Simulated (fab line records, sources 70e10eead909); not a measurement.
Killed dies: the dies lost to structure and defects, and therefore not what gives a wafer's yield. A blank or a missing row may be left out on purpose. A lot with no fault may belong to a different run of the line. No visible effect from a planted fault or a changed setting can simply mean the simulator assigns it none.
Chamber matching    flow nand harc    NHARC_A_STAIRCASE_DESCUM_168 on rie diel-03 has 4 sister chambers
The step chemistry O2, time 3 s. 8 wafers are shown with their chamber, then 8 later ones without.

== WAFERS WITH THEIR CHAMBER ==
wafer   chamber  drypump motor current A (A)  showerhead plenum p Torr (Torr)
L077.2  2        5.9                          1.93
L083.5  0        5.4                          1.83
L087.5  0        5.4                          1.83
L087.6  3        5.8                          1.95
L092.1  1        4.7                          1.76
L092.5  2        5.8                          1.93
L092.6  1        4.7                          1.76
L093.2  3        5.8                          1.94

== WAFERS WITHOUT THEIR CHAMBER ==
wafer   drypump motor current A (A)  showerhead plenum p Torr (Torr)
L093.3  5.4                          1.82
L093.5  4.7                          1.76
L094.1  5.4                          1.82
L094.3  5.8                          1.94
L094.6  4.7                          1.76
L095.1  5.9                          1.94
L095.4  5.8                          1.92
L095.5  5.9                          1.94

== CHAMBER TAKEN BY EACH ==
wafer   from the rows above      in truth
L093.3  0                        0
L093.5  1                        1
L094.1  0                        0
L094.3  can't be placed: 3 or 2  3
L094.6  1                        1
L095.1  can't be placed: 3 or 2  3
L095.4  2                        2
L095.5  can't be placed: 3 or 2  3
Placed correctly: 5 of 8. Not placeable from these rows: 3 (in 3, the candidates include the true chamber). Placed wrongly: 0.
How it was worked out, from the rows above alone: a wafer's distance from a chamber is the root of the sum, over the readings, of the square of ((its reading less the chamber's mean) divided by the reading's scatter). The wafer belongs to the nearest chamber; if the next one is less than 2 further off, it can't be placed. For every chamber, the mean is computed from those of its wafers that are shown. The scatter is the square root of a quotient: the sum, over the shown wafers, of each reading's squared deviation from its chamber's mean, divided by wafers minus chambers.
